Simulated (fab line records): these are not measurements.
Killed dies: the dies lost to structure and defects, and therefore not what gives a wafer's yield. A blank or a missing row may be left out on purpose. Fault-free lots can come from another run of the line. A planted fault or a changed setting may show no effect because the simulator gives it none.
What tool caused it? :: flow n5 finfet :: 10 lots with 30 wafers sampled at 2 steps, on a route of 1938 steps

## WHAT EACH GAUGE READ, for each wafer
N5_BEOL_M14_OCD_MEAS_35.
lot: L076
measured: day 11 02:26
on: ocd-01
trench depth nm (nm): 575 538 579

lot: L077
measured: day 11 11:09
on: ocd-02
trench depth nm (nm): 540 539 541

lot: L080
measured: day 12 21:03
on: ocd-02
trench depth nm (nm): 542 563 530

lot: L084
measured: day 13 12:05
on: ocd-02
trench depth nm (nm): 580 577 579

lot: L083
measured: day 13 15:32
on: ocd-01
trench depth nm (nm): 548 566 567

lot: L087
measured: day 14 14:07
on: ocd-01
trench depth nm (nm): 539 568 533

lot: L086
measured: day 15 03:42
on: ocd-02
trench depth nm (nm): 538 564 565

lot: L092
measured: day 15 20:54
on: ocd-02
trench depth nm (nm): 578 551 574

lot: L093
measured: day 16 17:47
on: ocd-02
trench depth nm (nm): 568 583 563

lot: L095
measured: day 17 02:05
on: ocd-01
trench depth nm (nm): 554 576 560

## WHICH TOOL RAN EACH LOT (tool, then ch and the chambers of the sampled wafers, then the start)
lot: L076
N5_BEOL_M14_ETCH_67: rie diel-05 ch 1,2, day 11 01:52

lot: L077
N5_BEOL_M14_ETCH_67: rie diel-05 ch 1,3, day 11 10:35

lot: L080
N5_BEOL_M14_ETCH_67: rie diel-04 ch 0,1,3, day 12 20:33

lot: L084
N5_BEOL_M14_ETCH_67: rie diel-05 ch 0,2, day 13 11:31

lot: L083
N5_BEOL_M14_ETCH_67: rie diel-03 ch 0,3, day 13 14:58

lot: L087
N5_BEOL_M14_ETCH_67: rie diel-05 ch 1,2, day 14 13:32

lot: L086
N5_BEOL_M14_ETCH_67: rie diel-04 ch 2,3, day 15 03:07

lot: L092
N5_BEOL_M14_ETCH_67: rie diel-05 ch 0,2,3, day 15 20:20

lot: L093
N5_BEOL_M14_ETCH_67: rie diel-03 ch 1,2,3, day 16 17:13

lot: L095
N5_BEOL_M14_ETCH_67: rie diel-03 ch 1,2,3, day 17 01:31
- N5_BEOL_M14_ETCH_67: etches SiARC in CF4, target depth 143 nm, time 238.3 s.

## THE ANSWER, worked out from the rows above alone
Rule: the lots themselves supply what counts as usual. Put in order of their means at a reading, lots are off if they are a third of the lots or fewer, leave a main group of 4 or more, and stand apart from it by a gap of 3 or more times the standard deviation of the main group's means; of several such gaps the widest counts. A main group whose means are all the same, to the digits that the tables above print for the reading, isn't used. A lot without any number at a reading at which 4 lots or more have one is off too. The other lots that the step has rows for count as sound.
Nothing can be told from this: no lot is off at any reading shown.

## WHAT THE SIMULATOR PUT IN
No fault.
